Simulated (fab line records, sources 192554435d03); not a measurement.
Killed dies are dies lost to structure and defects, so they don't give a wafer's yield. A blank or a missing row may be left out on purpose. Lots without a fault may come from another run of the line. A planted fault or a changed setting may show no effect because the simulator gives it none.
fab line records | flow n5_finfet
record lots=5 wafers=15 last_day=18
route steps=1938 shown BEOL_M5@1123 PASSIVATION@1936
lots that met no fault: from a run of the same line without faults
start_h: hours from the record's first day to the start of the lot's first wafer shown | wait_h: hours since the lot's step before | " the same as in the row above | L1.1+2: a row that stands for several wafers | - no value, or no start given | * or withheld: withheld | < > ~ a bound
route shown NAME@n: a module of which the file shows steps, and the number in the route of the first | usual: mean/standard deviation of fault-free wafers | same: alike in all rows | chamber/n: place in a boat | sites: the reading at each site | _std_site: their standard deviation | _edge_site: outer sites' mean less inner sites' | radius_mm: how far each site lies from the wafer's centre | mask NAME#n: copy n | behind: the tool/chamber that last shaped the wafer | hold: why the lot was held/for how many hours/how that ended | device: the transistor (n, p or np) that didn't switch | end of line: the same wafers' tests at the end of the route | a step without rows: its recipe alone | killed: dies lost to structure and defects at the first sort, not the wafer's yield | map: a wafer's dies, x killed, . not, _ none there
set.NAME: the setting as run; set.NAME@STEP: as run at that earlier step | model.NAME: the simulator's own value behind a step, which no gauge read
lots at some steps of the route; a table a step, a row a wafer
services: from which hour (start_h, from the record's first day; less than 0 if before it) a tool's chamber was out of use, for how many hours, and why
## steps
# step N5_BEOL_M5_EXPOSE_08
# recipe mask_id=M5 na=0.33 source_shape=annular sigma_inner=0.4 sigma_outer=0.8 polarization=unpolarized target_cd_nm=28 dose_mj=35.75
# step N5_BEOL_M5_PEB_09
# recipe peb_temp_c=100 peb_time_s=60 resist=CAR-EUV
# step N5_BEOL_M5_DEVELOP_10
# recipe develop_time_s=30 developer=TMAH resist=CAR-EUV rinse_liquid=surfactant_rinse dry=air_spin dev_temp_c=23
# step N5_BEOL_M5_CD_MEAS_11
# recipe target_cd_nm=27.74 landing_energy_ev=500 detector=se_inlens
# usual cd_nm=28.0/0.3
# columns lot.wafer tool chamber start_h wait_h cd_nm
L412.1 cd_sem-03 0 203.48 - 27.8
L412.3 " 0 " " 28.5
L412.5 " 0 " " 28.0
L413.1 cd_sem-03 0 217.17 - 27.7
L413.4 " 0 " " 28.4
L413.5 " 0 " " 28.0
L416.1 cd_sem-02 0 233.82 - 27.5
L416.2 " 0 " " 28.3
L416.3 " 0 " " 27.9
L426.1 cd_sem-03 0 303.41 - 28.5
L426.2 " 0 " " 28.5
L426.4 " 0 " " 28.4
L427.1 cd_sem-01 0 306.62 - 28.0
L427.4 " 0 " " 28.1
L427.6 " 0 " " 27.9
# step N5_BEOL_M5_OVL_MEAS_12
# recipe points_per_wafer=522
# usual M5_OVL=0.5/0.7
# columns lot.wafer tool chamber start_h wait_h M5_OVL[nm]
L412.1 overlay-01 0 203.51 0.0 0.0
L412.3 " 0 " " -0.3
L412.5 " 0 " " 0.4
L413.1 overlay-02 0 217.20 0.0 -0.4
L413.4 " 0 " " 0.5
L413.5 " 0 " " -0.4
L416.1 overlay-02 0 233.87 0.0 0.3
L416.2 " 0 " " 0.2
L416.3 " 0 " " 0.8
L426.1 overlay-02 0 303.44 0.0 -0.5
L426.2 " 0 " " -0.9
L426.4 " 0 " " -0.9
L427.1 overlay-02 0 306.65 0.0 1.1
L427.4 " 0 " " 0.8
L427.6 " 0 " " 0.2
# step N5_BEOL_M5_INSPECT_13
# recipe mode=adi inspect_instrument=brightfield
# usual raw_defect_count=409/100
# columns lot.wafer tool chamber start_h wait_h raw_defect_count
L412.1 defect_inspect-02 - 203.57 0.1 440
L412.3 " - " " 409
L412.5 " - " " 304
L413.1 defect_inspect-01 - 217.26 0.1 316
L413.4 " - " " 293
L413.5 " - " " 296
L416.1 defect_inspect-02 - 233.92 0.1 466
L416.2 " - " " 586
L416.3 " - " " 708
L426.1 defect_inspect-02 - 303.50 0.1 343
L426.2 " - " " 496
L426.4 " - " " 298
L427.1 defect_inspect-02 - 306.71 0.1 338
L427.4 " - " " 483
L427.6 " - " " 413
# step N5_BEOL_M5_DESCUM_16
# recipe chemistry=O2 time_s=7 source_power_w=50 bias_power_w=20 pressure_mtorr=20 rf_frequency_hz=2.712e+07 temp_c=40 resist=CAR-EUV o2_flow_sccm=225
# step N5_BEOL_M5_ETCH_72
# recipe chemistry=N2/H2 target=underlayer target_depth_a=65 mask_material=CAR-EUV time_s=5.2 ion_energy_ev=200 pressure_mtorr=30 source_w=840 bias_w=150 n2_flow_sccm=200 h2_flow_sccm=200 ends=cleared
# usual bias_w=150.1/0.45 drypump_motor_current_A=5.9/0.47 etch_rf_on_time_s=5.19/0.17 oes_product_au=0.66/0.073 rf_vpp_V=523/3.2 showerhead_plenum_p_Torr=2.53/0.11 throttle_valve_pct=17.95/0.27
# columns lot.wafer tool chamber start_h wait_h bias_w drypump_motor_current_A etch_rf_on_time_s oes_product_au rf_hours_counter_h rf_vpp_V showerhead_plenum_p_Torr throttle_valve_pct
L412.1 rie_diel-01 3 204.00 0.0 149.7 5.4 5.22 0.64 148 525 2.58 18.51
L412.3 " 1 " " 150.5 5.5 5.12 0.82 4 525 2.58 17.66
L412.5 " 2 " " 149.6 5.4 5.26 0.61 - 524 2.64 18.05
L413.1 rie_diel-01 1 217.33 0.0 150.0 5.5 5.14 0.80 9 527 2.58 17.67
L413.4 " 0 " " 150.6 5.5 5.34 0.57 - 524 2.52 18.19
L413.5 " 2 " " 149.8 5.4 5.31 0.61 - 527 2.64 18.04
L416.1 rie_diel-01 0 233.99 0.0 150.2 5.5 5.39 0.58 240 523 2.52 18.20
L416.2 " 2 " " 149.9 5.4 5.37 0.60 203 526 2.63 18.05
L416.3 " 1 " " 150.8 5.5 5.16 0.79 14 527 2.58 17.73
L426.1 rie_diel-03 3 303.57 0.0 150.6 5.8 5.07 0.64 148 520 2.46 17.70
L426.2 " 0 " " 150.3 5.7 5.33 0.60 192 528 2.63 18.28
L426.4 " 2 " " 150.1 6.2 5.48 0.55 238 527 2.61 18.00
L427.1 rie_diel-06 2 306.78 0.0 149.4 5.6 4.95 0.79 22 523 2.46 17.91
L427.4 " 0 " " 149.7 6.5 4.99 0.63 223 520 2.42 17.67
L427.6 " 0 " " 148.9 6.5 4.94 0.63 - 520 2.42 17.67
# step N5_BEOL_M5_ETCH_61
# recipe chemistry=CF4 target=SiARC target_depth_a=156 mask_material=CAR-EUV time_s=26 ion_energy_ev=80 pressure_mtorr=40 source_w=545 bias_w=36 Ar_flow_sccm=100 cf4_flow_sccm=100 ends=cleared
# step N5_BEOL_M5_ETCH_62
# recipe chemistry=N2/H2 target=SOC target_depth_a=750 overetch_a=150 mask_material=SiARC temp_c=40 time_s=112.5 ion_energy_ev=200 pressure_mtorr=30 source_w=840 bias_w=150 n2_flow_sccm=200 h2_flow_sccm=200
# usual bias_w=149.9/0.45 drypump_motor_current_A=5.9/0.46 oes_product_au=0.61/0.064 rf_vpp_V=524/3.2 showerhead_plenum_p_Torr=2.53/0.11 throttle_valve_pct=17.91/0.27
# columns lot.wafer tool chamber start_h wait_h bias_w drypump_motor_current_A oes_product_au rf_hours_counter_h rf_vpp_V showerhead_plenum_p_Torr throttle_valve_pct
L412.1 rie_diel-01 3 204.04 0.0 149.7 5.4 0.60 148 523 2.58 18.47
L412.3 " 1 " " 149.6 5.5 0.76 4 526 2.58 17.64
L412.5 " 2 " " 150.4 5.4 0.57 - 526 2.64 18.01
L413.1 rie_diel-01 1 217.37 0.0 150.0 5.5 0.74 9 525 2.58 17.65
L413.4 " 0 " " 150.1 5.5 0.54 - 523 2.52 18.15
L413.5 " 2 " " 149.7 5.4 0.58 - 527 2.64 18.00
L416.1 rie_diel-01 0 234.04 0.0 150.6 5.5 0.55 240 521 2.52 18.14
L416.2 " 2 " " 149.9 5.4 0.57 203 526 2.63 18.02
L416.3 " 1 " " 150.1 5.5 0.74 14 525 2.57 17.65
L426.1 rie_diel-03 3 303.61 0.0 149.8 5.8 0.59 148 521 2.46 17.66
L426.2 " 0 " " 150.4 5.8 0.58 192 525 2.63 18.24
L426.4 " 2 " " 150.9 6.2 0.52 238 526 2.61 17.98
L427.1 rie_diel-06 2 306.82 0.0 150.1 5.6 0.71 22 523 2.47 17.88
L427.4 " 0 " " 150.3 6.5 0.57 223 520 2.42 17.63
L427.6 " 0 " " 149.7 6.6 0.57 - 519 2.42 17.63
# step N5_BEOL_M5_STRIP_63
# recipe chemistry=N2/H2 temp_c=40 n2_flow_sccm=200 h2_flow_sccm=200 rf_frequency_hz=6e+07
# step N5_BEOL_M5_STRIP_73
# recipe chemistry=N2/H2 temp_c=40 n2_flow_sccm=200 h2_flow_sccm=200 rf_frequency_hz=6e+07
# step N5_BEOL_M5_STRIP_64
# recipe chemistry=CF4 resist=SiARC power_w=300 bias_power_w=75 pressure_mtorr=50 cf4_flow_sccm=150 rf_frequency_hz=6e+07
# usual drypump_motor_current_A=5.9/0.47 oes_product_au=0.76/0.08 rf_vpp_V=270.8/2 showerhead_plenum_p_Torr=1.78/0.074 throttle_valve_pct=13.64/0.28
# columns lot.wafer tool chamber start_h wait_h drypump_motor_current_A oes_product_au rf_hours_counter_h rf_vpp_V showerhead_plenum_p_Torr throttle_valve_pct
L412.1 rie_diel-01 3 204.17 0.0 5.4 0.74 148 273.7 1.82 14.02
L412.3 " 1 " " 5.5 0.94 4 271.7 1.83 13.47
L412.5 " 2 " " 5.4 0.72 - 272.5 1.84 13.69
L413.1 rie_diel-01 1 217.50 0.0 5.5 0.92 9 271.7 1.83 13.48
L413.4 " 0 " " 5.5 0.69 - 270.1 1.79 13.98
L413.5 " 2 " " 5.4 0.72 - 275.4 1.84 13.71
L416.1 rie_diel-01 0 234.17 0.0 5.5 0.69 240 271.4 1.79 13.97
L416.2 " 2 " " 5.4 0.71 203 271.0 1.84 13.72
L416.3 " 1 " " 5.5 0.92 14 271.1 1.83 13.50
L426.1 rie_diel-03 3 303.74 0.0 5.9 0.74 148 270.0 1.71 13.27
L426.2 " 0 " " 5.8 0.72 192 274.3 1.85 13.94
L426.4 " 2 " " 6.2 0.67 238 272.4 1.87 14.06
L427.1 rie_diel-06 2 306.95 0.0 5.6 0.89 22 268.9 1.74 13.57
L427.4 " 0 " " 6.6 0.71 223 268.4 1.69 13.42
L427.6 " 0 " " 6.5 0.71 - 270.4 1.69 13.42
# step N5_BEOL_M5_HM_OPEN_17
# recipe chemistry=Cl2/BCl3 target_depth_a=200 overetch_a=60 target=TiN mask_material=SOC ion_energy_ev=150 pressure_mtorr=10 icp_w=1000 bias_w=126 Cl2_flow_sccm=53.25 bcl3_flow_sccm=21.75 Ar_flow_sccm=25
# usual bias_w=126.0/0.33 drypump_motor_current_A=5.8/0.49 oes_product_au=0.61/0.082 throttle_valve_pct=22.34/0.17
# columns lot.wafer tool chamber start_h wait_h bias_w drypump_motor_current_A oes_product_au rf_hours_counter_h throttle_valve_pct
L412.1 rie_metal-03 0 204.21 0.0 125.9 6.4 0.57 96 22.20
L412.3 " 0 " " 125.4 6.5 0.56 - 22.21
L412.5 " 0 " " 125.9 6.4 0.57 - 22.22
L413.1 rie_metal-03 1 217.54 0.0 126.6 5.2 0.58 73 22.32
L413.4 " 0 " " 126.0 6.4 0.56 - 22.22
L413.5 " 1 " " 126.2 5.2 0.58 - 22.31
L416.1 rie_metal-01 0 234.21 0.0 126.2 6.1 0.59 73 22.59
L416.2 " 1 " " 126.1 5.8 0.57 93 22.19
L416.3 " 1 " " 125.8 5.8 0.57 - 22.22
L426.1 rie_metal-01 1 303.78 0.0 125.6 5.8 0.56 98 22.20
L426.2 " 0 " " 126.1 6.1 0.59 78 22.58
L426.4 " 1 " " 125.4 5.8 0.57 - 22.21
L427.1 rie_metal-03 1 307.00 0.0 125.9 5.2 0.58 81 22.32
L427.4 " 0 " " 126.3 6.4 0.55 - 22.23
L427.6 " 0 " " 126.0 6.4 0.54 - 22.25
# step N5_BEOL_M5_STRIP_19
# recipe chemistry=O2 power_w=400 temp_c=40 pressure_mtorr=30 rf_frequency_hz=6e+07 bias_power_w=0 overash_fraction=0.2 o2_flow_sccm=225
# usual drypump_motor_current_A=5.9/0.47 oes_product_au=0.76/0.086 rf_vpp_V=3.6/0.47 showerhead_plenum_p_Torr=2.09/0.083 throttle_valve_pct=16.8/0.3
# columns lot.wafer tool chamber start_h wait_h drypump_motor_current_A oes_product_au rf_hours_counter_h rf_vpp_V showerhead_plenum_p_Torr throttle_valve_pct
L412.1 rie_diel-03 3 204.33 0.1 5.8 0.79 120 3.0 1.99 16.2
L412.3 " 1 " " 6.8 0.69 206 4.1 2.00 17.1
L412.5 " 1 " " 6.8 0.68 - 3.8 2.00 17.1
L413.1 rie_diel-06 0 217.65 0.1 6.6 0.74 195 4.1 2.00 16.5
L413.4 " 0 " " 6.5 0.74 - 3.2 2.00 16.5
L413.5 " 3 " " 5.8 0.77 - 3.7 1.92 16.3
L416.1 rie_diel-03 2 234.32 0.1 6.2 0.68 219 3.6 2.12 16.7
L416.2 " 1 " " 6.8 0.67 215 2.9 2.00 17.1
L416.3 " 0 " " 5.7 0.75 173 3.3 2.18 17.1
L426.1 rie_diel-01 3 303.89 0.1 5.4 0.74 177 3.9 2.08 17.0
L426.2 " 1 " " 5.5 0.88 36 3.3 2.11 16.6
L426.4 " 1 " " 5.5 0.88 - 3.8 2.11 16.5
L427.1 rie_diel-01 3 307.11 0.1 5.4 0.75 178 3.6 2.08 17.0
L427.4 " 2 " " 5.4 0.69 228 4.1 2.19 17.0
L427.6 " 3 " " 5.4 0.75 - 4.0 2.08 17.0
# step N5_BEOL_M5_CD_MEAS_18
# recipe pitch_nm=56 target_cd_nm=28
# usual cd_nm=28.0/0.36
# columns lot.wafer tool chamber start_h wait_h cd_nm
L412.1 cd_sem-01 - 204.40 0.0 28.0
L412.3 " - " " 28.6
L412.5 " - " " 28.2
L413.1 cd_sem-02 - 217.72 0.0 27.7
L413.4 " - " " 28.0
L413.5 " - " " 28.2
L416.1 cd_sem-02 - 234.39 0.0 28.0
L416.2 " - " " 28.0
L416.3 " - " " 28.0
L426.1 cd_sem-03 - 303.96 0.0 28.3
L426.2 " - " " 28.1
L426.4 " - " " 27.7
L427.1 cd_sem-01 - 307.18 0.0 28.6
L427.4 " - " " 27.9
L427.6 " - " " 28.1
# step N5_BEOL_M5_COAT_65
# recipe resist=SOC temp_c=250 time_s=60 spin_rpm=1500 resist_thk_nm=60
# step N5_BEOL_M5_COAT_66
# recipe resist=SiARC temp_c=220 time_s=60 spin_rpm=1500 resist_thk_nm=12
# step N5_BEOL_M5_COAT_74
# recipe resist=underlayer temp_c=205 time_s=60 spin_rpm=1500 resist_thk_nm=5
# step N5_BEOL_M5_COAT_22
# recipe resist=CAR-EUV spin_rpm=1500 resist_thk_nm=30
# step N5_BEOL_M5_EBR_24
# recipe solvent=PGMEA ebr_width_mm=1.5
# step N5_BEOL_M5_SOFTBAKE_23
# recipe temp_c=110 time_s=60 resist=CAR-EUV
# step N5_BEOL_M5_EXPOSE_25
# recipe mask_id=V4 na=0.33 source_shape=quasar sigma_inner=0.2 sigma_outer=0.6 polarization=unpolarized defocus_nm=10 dose_mj=52.75
# step N5_BEOL_M5_PEB_26
# recipe peb_temp_c=100 peb_time_s=60 resist=CAR-EUV
# step N5_BEOL_M5_DEVELOP_27
# recipe develop_time_s=30 developer=TMAH resist=CAR-EUV rinse_liquid=surfactant_rinse dry=air_spin dev_temp_c=23
# step N5_BEOL_M5_CD_MEAS_28
# recipe target_cd_nm=30.6 landing_energy_ev=500 detector=se_inlens target_cd_y_nm=20 polarity=opening
# usual cd_nm=30.49/0.27
# columns lot.wafer tool chamber start_h wait_h cd_nm
L412.1 cd_sem-01 0 206.02 - 30.76
L412.3 " 0 " " 30.72
L412.5 " 0 " " 30.63
L413.1 cd_sem-01 0 218.04 - 30.50
L413.4 " 0 " " 30.07
L413.5 " 0 " " 30.55
L416.1 cd_sem-01 0 234.70 - 30.74
L416.2 " 0 " " 30.76
L416.3 " 0 " " 30.83
L426.1 cd_sem-03 0 305.11 - 30.32
L426.2 " 0 " " 30.89
L426.4 " 0 " " 30.60
L427.1 cd_sem-03 0 307.73 - 30.15
L427.4 " 0 " " 30.91
L427.6 " 0 " " 30.57
# step N5_BEOL_M5_OVL_MEAS_29
# recipe points_per_wafer=522
# usual V4_OVL=-0.4/0.66
# columns lot.wafer tool chamber start_h wait_h V4_OVL[nm]
L412.1 overlay-01 0 206.08 0.1 -1.0
L412.3 " 0 " " 0.8
L412.5 " 0 " " -0.8
L413.1 overlay-02 0 218.07 0.0 -1.0
L413.4 " 0 " " -0.3
L413.5 " 0 " " -0.5
L416.1 overlay-02 0 234.73 0.0 -0.9
L416.2 " 0 " " -0.3
L416.3 " 0 " " 0.2
L426.1 overlay-01 0 305.14 0.0 -0.5
L426.2 " 0 " " -1.6
L426.4 " 0 " " -1.0
L427.1 overlay-01 0 307.76 0.0 0.2
L427.4 " 0 " " -0.9
L427.6 " 0 " " -0.2
# step N5_BEOL_M5_INSPECT_30
# recipe mode=adi inspect_instrument=brightfield
# usual raw_defect_count=412/96
# columns lot.wafer tool chamber start_h wait_h raw_defect_count
L412.1 defect_inspect-02 - 206.14 0.1 440
L412.3 " - " " 393
L412.5 " - " " 312
L413.1 defect_inspect-01 - 218.13 0.1 333
L413.4 " - " " 313
L413.5 " - " " 283
L416.1 defect_inspect-01 - 234.79 0.1 729
L416.2 " - " " 847
L416.3 " - " " 1022
L426.1 defect_inspect-02 - 305.20 0.1 369
L426.2 " - " " 536
L426.4 " - " " 305
L427.1 defect_inspect-02 - 307.81 0.1 323
L427.4 " - " " 478
L427.6 " - " " 379
# step N5_BEOL_M5_DESCUM_33
# recipe chemistry=O2 time_s=7 source_power_w=50 bias_power_w=20 pressure_mtorr=20 rf_frequency_hz=2.712e+07 temp_c=40 resist=CAR-EUV o2_flow_sccm=225
# usual drypump_motor_current_A=5.9/0.45 oes_product_au=0.76/0.077 rf_vpp_V=242.8/1.6 showerhead_plenum_p_Torr=2.07/0.091 throttle_valve_pct=20.4/0.35
# columns lot.wafer tool chamber start_h wait_h drypump_motor_current_A oes_product_au rf_hours_counter_h rf_vpp_V showerhead_plenum_p_Torr throttle_valve_pct
L412.1 rie_diel-06 3 206.17 0.0 5.9 0.79 133 240.3 1.92 20.0
L412.3 " 1 " " 6.5 0.87 41 244.5 2.19 20.2
L412.5 " 3 " " 5.9 0.77 - 242.0 1.92 20.0
L413.1 rie_diel-06 3 218.16 0.0 5.9 0.77 138 241.5 1.92 20.1
L413.4 " 3 " " 5.9 0.77 - 239.7 1.92 20.1
L413.5 " 0 " " 6.5 0.74 - 243.7 1.99 20.2
L416.1 rie_diel-03 0 234.82 0.0 5.7 0.75 173 244.2 2.18 20.9
L416.2 " 3 " " 5.8 0.77 129 242.0 1.99 19.9
L416.3 " 2 " " 6.2 0.68 219 244.3 2.12 20.4
L426.1 rie_diel-06 2 305.23 0.0 5.6 0.94 22 243.6 2.04 20.6
L426.2 " 1 " " 6.5 0.84 70 245.4 2.18 20.2
L426.4 " 3 " " 5.9 0.75 163 240.2 1.91 20.1
L427.1 rie_diel-03 2 307.85 0.0 6.2 0.67 239 243.9 2.11 20.4
L427.4 " 1 " " 6.8 0.66 235 241.9 1.99 20.9
L427.6 " 1 " " 6.8 0.66 - 241.5 1.99 20.9
# step N5_PASSIVATION_PROBE_49
# usual defect_limited_yield=91.2/1.6 killed_at_M0_to_M3=34/11 killed_at_M4_up=13/5.2 killed_at_contacts=13/6.3 killed_at_front_end=40/14 killed_at_other=3.2/2.4 killed_dies=104/19 killed_open=69/14 killed_short=32/7.5 sort_bin_5_function=5.3/1.1 sort_bin_6_memory=3.2/0.73 sort_n_pass=1076/19 sort_yield_pct=91.2/1.6
# same gross_dies=1180 killed_at_back_side=0 sort_bin_4_leakage[%]=0 sort_bin_8_speed[%]=0
# columns lot.wafer tool chamber start_h wait_h defect_limited_yield[%] killed_at_M0_to_M3 killed_at_M4_up killed_at_contacts killed_at_front_end killed_at_other killed_dies killed_open killed_short sort_bin_5_function[%] sort_bin_6_memory[%] sort_n_pass sort_yield_pct[%]
L412.1 prober-02 - 303.63 0.0 90.3 33 12 23 43 4 115 77 36 5.4 3.9 1065 90.3
L412.3 prober-02 - 303.73 0.1 90.3 29 31 12 36 6 114 83 29 5.3 4.2 1066 90.3
L412.5 prober-02 - 303.83 0.2 92.5 30 16 10 28 4 88 64 24 4.9 2.3 1092 92.5
L416.1 prober-02 - 358.47 0.0 82.8 36 113 11 43 0 203 73 35 10.3 4.7 977 82.8
L416.2 prober-02 - 358.52 0.1 86.9 23 86 16 29 1 155 59 23 8.3 4.1 1025 86.9
L416.3 prober-02 - 358.57 0.1 87.0 27 93 7 26 0 153 44 25 8.4 3.3 1027 87.0
# killed by level:class
L412.1 MOL_CONTACT_COAG:geometric_particle:open=15 STI_FIN_REVEAL:geometric_particle:open=11 BEOL_M3:geometric_particle:open=9 MOL_CONTACT_COAG:geometric_particle:short=8 BEOL_M2:geometric_particle:open=6 BEOL_M4:geometric_particle:open=6 FIN_SAQP:geometric_particle:open=5 BEOL_M1:geometric_particle:open=5
L412.3 BEOL_M4:geometric_particle:open=18 STI_FIN_REVEAL:geometric_particle:open=14 MOL_CONTACT_COAG:geometric_particle:open=11 BEOL_M2:geometric_particle:open=9 BEOL_M0_SAQP:geometric_particle:short=8 FIN_SAQP:geometric_particle:open=7 FIN_SAQP:geometric_particle:short=5 DUMMY_GATE:geometric_particle:open=4
L412.5 BEOL_M4:geometric_particle:open=13 STI_FIN_REVEAL:geometric_particle:open=11 MOL_CONTACT_COAG:geometric_particle:open=9 BEOL_M0_SAQP:geometric_particle:open=9 FIN_SAQP:geometric_particle:open=6 FIN_SAQP:geometric_particle:short=4 BEOL_M2:geometric_particle:open=4 BEOL_M3:geometric_particle:short=4
L416.1 BEOL_M5:unspecified=95 STI_FIN_REVEAL:geometric_particle:open=13 MOL_CONTACT_COAG:geometric_particle:open=9 BEOL_M0_SAQP:geometric_particle:open=9 BEOL_M0_SAQP:geometric_particle:short=7 BEOL_M1:geometric_particle:open=7 FIN_SAQP:geometric_particle:short=5 BEOL_M2:geometric_particle:open=5
L416.2 BEOL_M5:unspecified=73 MOL_CONTACT_COAG:geometric_particle:open=13 BEOL_M0_SAQP:geometric_particle:short=7 DUMMY_GATE:geometric_particle:open=6 FIN_SAQP:geometric_particle:open=5 STI_FIN_REVEAL:geometric_particle:open=5 BEOL_M4:geometric_particle:open=5 BEOL_M6:geometric_particle:open=5
L416.3 BEOL_M5:unspecified=84 BEOL_M0_SAQP:geometric_particle:short=10 BEOL_M0_SAQP:geometric_particle:open=10 STI_FIN_REVEAL:geometric_particle:open=6 MOL_CONTACT_COAG:geometric_particle:open=6 DUMMY_GATE:geometric_particle:open=4 FIN_SAQP:geometric_particle:short=3 GATE_CUT:geometric_particle:short=3
# map L416.1 (x killed, . not)
_________________............________________
______________..............x..._____________
___________...............x......x.__________
__________.............x...x........_________
________x........................x...._______
_______........................x.x....x______
______..x..............................._____
_____.....x.xx....xx.................x...____
____..x....x......x...............x.......___
___x.x........x.x.....x........x....xxxxx.x__
___.................x..x....x...xxxxxxxx.xx__
__x.......x.........xx....x..x...xxxxxxxxxx._
__............x..............x..xxxxxxxxxxxx_
_.x.......................x...xxxxxxxxxxxxxxx
_....x....x..........x..........xxxxxxxxxxxxx
_...................x.x..........xxxxxxxx.x..
_.............x.xx..............x...xxxxxx.xx
_.....x.........................x.x.x.xxxx..x
_..x................xx........x....x.xx.....x
_..............x........x...........x....x...
_...x...xxx.....x......x......x....x.........
__.....x................x......x............_
__..........x............x.x................_
___...................x....................__
___..x................x..x..x.....xx.x.x...__
____..x.......xx...........x........x.....___
_____...................................x____
______...........x..x..x.......xx......._____
_______..........xx.........x.......x..______
________...x...........x.............._______
__________...x........x..x.....x...._________
___________....x..x................__________
______________...x...x...x.....x_____________
_________________............________________
# map L412.1 (x killed, . not)
_________________x...x.x.....________________
______________.x.............x.._____________
___________........x...........x...__________
__________...............x.xxx.....x_________
________.x.......x..............x..x.._______
_______...x..........xx..x............x______
______..........x..x.....x....x........._____
_____.x...................x...x....x.....____
____.......x......x.x.....................___
___..........................x.............__
___..x..x..x.......x................x.x....__
__...........x......x....................x.._
__...........x.......x......................_
_...............x............................
_........x....xx.......xx................x...
_....x..............................x....x...
_...x..........xx.x.....x....................
_...............x......x.....x.............x.
_.........x...........x.....x.......x........
_.................x.....x....x...............
_.....x..........................xx..x.x.....
__........x.....x...x...........x..........._
__.......xx........................x.....x.._
___...x.....................x.x............__
___....x...................x..............x__
____..........xx..x......x...x............___
_____..x.......x........x...x...........x____
______...x...x..............x..........._____
_______.x........x....x.........x......______
________...........................x.._______
__________....x.......x.x.......x..._________
___________.......xx...........x...__________
______________.................._____________
_________________......x.....________________
## services
# columns tool chamber start_h hours kind
rie_diel-06 2 198.77 - clean
rie_diel-06 2 198.77 - consumable_replace:focus_ring
rie_diel-06 2 198.77 24.8 scheduled_down
rie_diel-06 2 198.77 24.8 vent_cycle
rie_diel-06 - 199.41 3.9 repair
rie_diel-01 3 207.40 19.4 repair
rie_metal-03 - 211.12 0.2 repair
rie_diel-01 0 267.70 - clean
rie_diel-01 0 267.70 - consumable_replace:focus_ring
rie_diel-01 0 267.70 39.1 scheduled_down
rie_diel-01 0 267.70 39.1 vent_cycle
rie_diel-01 1 293.98 4.3 repair
rie_diel-03 - 297.78 2.8 pm
## key
first_sign step=N5_BEOL_M5_INSPECT_30 reading=raw_defect_count direction=up sigmas=4.7 usual=412 struck=866
effect step=N5_PASSIVATION_PROBE_49 reading=killed_at_M4_up direction=up sigmas=16 usual=13 struck=97
more_kills_born_at N5_BEOL_M5_STRIP_64@rie_diel-01=252
met_at N5_BEOL_M5_STRIP_64
struck_wafers L416.1,L416.2,L416.3
onset_between 217.50 234.17
also_fits N5_BEOL_M5_ETCH_72:rie_diel-01,N5_BEOL_M5_ETCH_62:rie_diel-01,N5_BEOL_M5_STRIP_19:rie_diel-03
fault kind=chamber_particle_source tool=rie_diel-01 chamber=- onset_h=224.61 steps=N5_BEOL_M5_STRIP_64 rate_per_visit_cm2=0.38067 end_h=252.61
